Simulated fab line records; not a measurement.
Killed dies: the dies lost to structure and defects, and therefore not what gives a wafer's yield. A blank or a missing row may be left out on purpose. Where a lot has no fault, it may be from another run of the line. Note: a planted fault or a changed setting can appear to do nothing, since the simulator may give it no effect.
A struck lot beside a sound one || flow nand-harc || 14 out of 1159 route steps
Sound: these wafers, L814.4, L814.5, L814.6. Struck: wafer L832.1 (left out: L832.4, L832.5 of the same lot, which were not struck); the cause appears at the end.
Each step with rows lists, per side, the tool, then ch with its chambers, then its first start. Under that, the readings that differ: sound wafers || struck wafers || difference of the means || sigmas: that difference in standard deviations of wafers without a fault.
alike: readings with means less than 2 such deviations apart, plus words and numbers identical on both sides. not compared: withheld readings, readings lacking a value on some wafer, bounds such as >300 that could conceal the same value, and numbers that have no deviation in the record and whose values overlap.
The two part at a step that has a row with sigmas, a row that says differs or no value, or rows on one side only. Numbers that have no deviation but don't overlap get no sigmas and don't part them. A reading that every wafer of one side lacks parts them only if that side has two wafers or more.

first, 5 steps without rows for these wafers: NHARC_A_STAIRCASE_EXPOSE_214 (exposes mask STAIR 3); NHARC_A_STAIRCASE_PEB_215 (peb time 130 s); NHARC_A_STAIRCASE_DEVELOP_216 (time 140 s); NHARC_A_STAIRCASE_HARDBAKE_218 (time 140 s); NHARC_A_STAIRCASE_DESCUM_219 (chemistry O2, time 3 s).
NHARC_A_STAIRCASE_TRIM_220: chemistry O2, time 211.2 s.
  sound on rie-diel-05 ch 0,1, day 12 07:14; struck on rie-diel-05 ch 3, day 17 01:59
{"reading": "drypump-motor-current-A (A)", "sound": "5.9 5.9 5.8", "struck": 6.6, "difference": "+0.7", "sigmas": "+2"}
  alike: oes-product-au, rf-vpp-V, run-length-s, showerhead-plenum-p-Torr, throttle-valve-pct
  not compared: rf-hours-counter-h
NHARC_A_STAIRCASE_ETCH_221: etches the open film in C4F8/O2, target depth 100 nm, time 40.5 s.
  sound on rie-diel-05 ch 0,2,3; struck on rie-diel-05 ch 0
  alike: oes-product-au, rf-vpp-V
  not compared: rf-hours-counter-h
NHARC_A_STAIRCASE_TRIM_222: chemistry O2, time 211.2 s.
  sound on rie-diel-05 ch 0,3; struck on rie-diel-05 ch 3
  alike: drypump-motor-current-A, oes-product-au, rf-vpp-V, run-length-s, showerhead-plenum-p-Torr, throttle-valve-pct
  not compared: rf-hours-counter-h
NHARC_A_STAIRCASE_ETCH_223: etches the open film in C4F8/O2, target depth 100 nm, time 40.5 s.
  sound on rie-diel-05 ch 0,1,2; struck on rie-diel-05 ch 3
  alike: oes-product-au, rf-vpp-V
  not compared: rf-hours-counter-h
NHARC_A_STAIRCASE_TRIM_224: chemistry O2, time 211.2 s.
  sound on rie-diel-05 ch 2,3; struck on rie-diel-05 ch 1
  alike: drypump-motor-current-A, oes-product-au, rf-vpp-V, run-length-s, showerhead-plenum-p-Torr, throttle-valve-pct
  not compared: rf-hours-counter-h
then, 1 step without rows for these wafers: NHARC_A_STAIRCASE_ETCH_225 (etches the open film in C4F8/O2, target depth 100 nm, time 40.5 s).
NHARC_A_STAIRCASE_TRIM_226: chemistry O2, time 211.2 s.
  sound on rie-diel-05 ch 1,2,3, day 12 07:57; struck on rie-diel-05 ch 1, day 17 02:50
{"reading": "run-length-s (s)", "sound": "232.3 232.3 232.7", "struck": 150.2, "difference": -82.2, "sigmas": "-99 or more"}
  alike: drypump-motor-current-A, oes-product-au, rf-vpp-V, showerhead-plenum-p-Torr, throttle-valve-pct
  not compared: rf-hours-counter-h
then, 1 step without rows for these wafers: NHARC_A_STAIRCASE_ETCH_227 (etches the open film in C4F8/O2, target depth 100 nm, time 40.5 s).
-- record jumps: 8 days between struck wafers' starts before vs after; left off in module A_STAIRCASE, resumes in module END, first step shown is number 1159 of the route --
NHARC_END_SORT_01:
  sound on prober-01 ch 0, day 20 20:00; struck on prober-01 ch 0, day 24 23:05
{"reading": "killed-at-array", "sound": "29 30 27", "struck": 665, "difference": "+636", "sigmas": "+53"}
{"reading": "killed-dies", "sound": "35 37 31", "struck": 667, "difference": "+633", "sigmas": "+53"}
  alike: killed-at-other, killed-at-periphery, killed-open, killed-short

== WHERE THEY PART ==
Earliest at NHARC_A_STAIRCASE_TRIM_220; latest, in this record, at NHARC_END_SORT_01.

WHY: what had been put in by the simulator
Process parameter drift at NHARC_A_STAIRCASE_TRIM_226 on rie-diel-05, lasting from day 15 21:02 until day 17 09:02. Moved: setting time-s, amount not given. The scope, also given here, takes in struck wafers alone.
